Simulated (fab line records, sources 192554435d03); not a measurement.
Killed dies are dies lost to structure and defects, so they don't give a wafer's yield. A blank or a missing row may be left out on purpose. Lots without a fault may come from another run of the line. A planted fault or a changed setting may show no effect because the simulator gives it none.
Chamber matching | flow n5_finfet | N5_FIN_SAQP_SPACER1_ETCHBACK_25 on rie_diel-04: 4 sister chambers
The step etches SiO2 in CHF3/O2, target depth 24.4 nm, time 12.2 s. 4 wafers are shown with their chamber, then 12 later ones without.

WAFERS WITH THEIR CHAMBER
wafer  | chamber | drypump_motor_current_A (A)
L081.1 | 3       | 5.1
L085.1 | 2       | 5.2
L088.5 | 0       | 6.1
L088.6 | 1       | 5.6

WAFERS WITHOUT THEIR CHAMBER
wafer  | drypump_motor_current_A (A)
L089.1 | 5.1
L089.2 | 5.2
L089.3 | 5.6
L091.1 | 5.6
L091.2 | 6.1
L091.3 | 5.1
L093.1 | 5.1
L093.4 | 5.6
L093.5 | 5.2
L095.4 | 5.1
L095.5 | 5.5
L095.6 | 6.1

WHICH CHAMBER EACH WENT THROUGH
wafer  | from the rows above | in truth
L089.1 | 3                   | 3
L089.2 | 2                   | 2
L089.3 | 1                   | 1
L091.1 | 1                   | 1
L091.2 | 0                   | 0
L091.3 | 3                   | 3
L093.1 | 3                   | 3
L093.4 | 1                   | 1
L093.5 | 2                   | 2
L095.4 | 3                   | 3
L095.5 | 1                   | 1
L095.6 | 0                   | 0
Placed correctly: 12 of 12. Can't be placed from these rows: 0. Placed wrongly: 0.
How it was worked out, from the rows above alone: a wafer's distance from a chamber is the root of the sum, over the readings, of the square of ((its reading less the chamber's mean) divided by the reading's scatter). The wafer belongs to the nearest chamber; if the next one is less than 2 further off, it can't be placed. A chamber's mean is the mean of its shown wafers. The scatter: with one shown wafer a chamber, the root of the mean of the squares of how far each hidden wafer lies from its nearest shown one.
